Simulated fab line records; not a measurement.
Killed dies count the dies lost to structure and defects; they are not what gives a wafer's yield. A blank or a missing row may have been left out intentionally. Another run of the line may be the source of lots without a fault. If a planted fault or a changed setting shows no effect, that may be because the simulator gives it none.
What tool caused it? || flow nandHarc || 7 lots, 21 wafers sampled, at 4 steps of a route of 1159

== WHAT THE GAUGES SHOWED, per wafer ==
NHARC_A_ONON_D1_THK_MEAS_21: measures by ellipsometry.
{"lot": "L275", "measured": "day 9 04:38", "on": "filmMetro-01", "thkNm (nm)": "990 992 990"}
{"lot": "L280", "measured": "day 9 23:47", "on": "filmMetro-02", "thkNm (nm)": "993 992 995"}
{"lot": "L283", "measured": "day 10 23:31", "on": "filmMetro-01", "thkNm (nm)": "541 546 545"}
{"lot": "L284", "measured": "day 11 06:11", "on": "filmMetro-02", "thkNm (nm)": "995 996 997"}
{"lot": "L288", "measured": "day 12 01:18", "on": "filmMetro-01", "thkNm (nm)": "1017 1019 1020"}
{"lot": "L292", "measured": "day 12 22:16", "on": "filmMetro-01", "thkNm (nm)": "989 989 991"}
{"lot": "L294", "measured": "day 13 18:49", "on": "filmMetro-02", "thkNm (nm)": "986 988 987"}

== TOOL THAT RAN EACH LOT (tool first, then ch and the chambers of the sampled wafers, then the start) ==
{"lot": "L275", "NHARC_P_BONDPAD_CMP_19": "cmp-02 ch 0,1,2, day 7 17:26", "NHARC_A_ZERO_WELL_ETCH_13": "rieSi-04 ch 0,1,2, day 7 19:37", "NHARC_A_ONON_D1_DEP_19": "pecvdOnon-03 ch 0, day 9 04:11"}
{"lot": "L280", "NHARC_P_BONDPAD_CMP_19": "cmp-02 ch 0,1,2, day 8 14:38", "NHARC_A_ZERO_WELL_ETCH_13": "rieSi-01 ch 0,1,3, day 8 16:49", "NHARC_A_ONON_D1_DEP_19": "pecvdOnon-03 ch 0, day 9 23:16"}
{"lot": "L283", "NHARC_P_BONDPAD_CMP_19": "cmp-01 ch 1,2,3, day 9 15:14", "NHARC_A_ZERO_WELL_ETCH_13": "rieSi-01 ch 0,1,2, day 9 17:23", "NHARC_A_ONON_D1_DEP_19": "pecvdOnon-03 ch 0, day 10 23:00"}
{"lot": "L284", "NHARC_P_BONDPAD_CMP_19": "cmp-02 ch 0,2,3, day 9 20:56", "NHARC_A_ZERO_WELL_ETCH_13": "rieSi-01 ch 0,2,3, day 9 23:02", "NHARC_A_ONON_D1_DEP_19": "pecvdOnon-02 ch 0, day 11 05:44"}
{"lot": "L288", "NHARC_P_BONDPAD_CMP_19": "cmp-03 ch 0,2, day 10 16:08", "NHARC_A_ZERO_WELL_ETCH_13": "rieSi-04 ch 0,2, day 10 18:22", "NHARC_A_ONON_D1_DEP_19": "pecvdOnon-04 ch 0, day 12 00:47"}
{"lot": "L292", "NHARC_P_BONDPAD_CMP_19": "cmp-02 ch 0,1, day 11 11:13", "NHARC_A_ZERO_WELL_ETCH_13": "rieSi-01 ch 0,2,3, day 11 13:19", "NHARC_A_ONON_D1_DEP_19": "pecvdOnon-04 ch 0, day 12 21:48"}
{"lot": "L294", "NHARC_P_BONDPAD_CMP_19": "cmp-01 ch 1,2,3, day 12 08:44", "NHARC_A_ZERO_WELL_ETCH_13": "rieSi-03 ch 2,3, day 12 10:53", "NHARC_A_ONON_D1_DEP_19": "pecvdOnon-04 ch 0, day 13 18:22"}
- NHARC_P_BONDPAD_CMP_19: polishes, t overpolish 30 s, cu recess touch 16 s, target thk 160.81 nm.
- NHARC_A_ZERO_WELL_ETCH_13: etches the open film in HBr/Cl2, target depth 120 nm, time 40.1 s.
- NHARC_A_ONON_D1_DEP_19: target thk 1000 nm.

== THE ANSWER, worked out from the rows above alone ==
Rule: the lots themselves supply what counts as usual. The widest of any qualifying gaps counts: lots, ordered by their means at a reading, are off when they make up no more than a third of the lots, leave a main group of 4 or more, and stand apart from it by 3 or more times the standard deviation of that group's means. A main group whose means are all the same, to the digits that the tables above print for the reading, isn't used. Also off: a lot with no number at a reading for which 4 or more lots have one. The other lots that the step has rows for count as sound.
Off, at NHARC_A_ONON_D1_THK_MEAS_21 on thkNm: L283. Mean 996 nm and standard deviation 11 in the main group.
If a tool, at a process step before that reading, ran all the lots that are off and no sound lot after the first of them, it fits. Those tools and the gauges at NHARC_A_ONON_D1_THK_MEAS_21 are tried in the same way. One candidate fits, namely pecvdOnon-03 at NHARC_A_ONON_D1_DEP_19. A fault onset in the window from L280 (day 9 23:16, its last sound lot) to L283 (day 10 23:00, its first lot off) fits.

== WHAT THE SIMULATOR HAD INSERTED ==
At NHARC_A_ONON_D1_DEP_19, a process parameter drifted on pecvdOnon-03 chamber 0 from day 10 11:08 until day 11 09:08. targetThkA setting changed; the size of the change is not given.
Lots struck among those shown: L283. The same result came from the rule above.
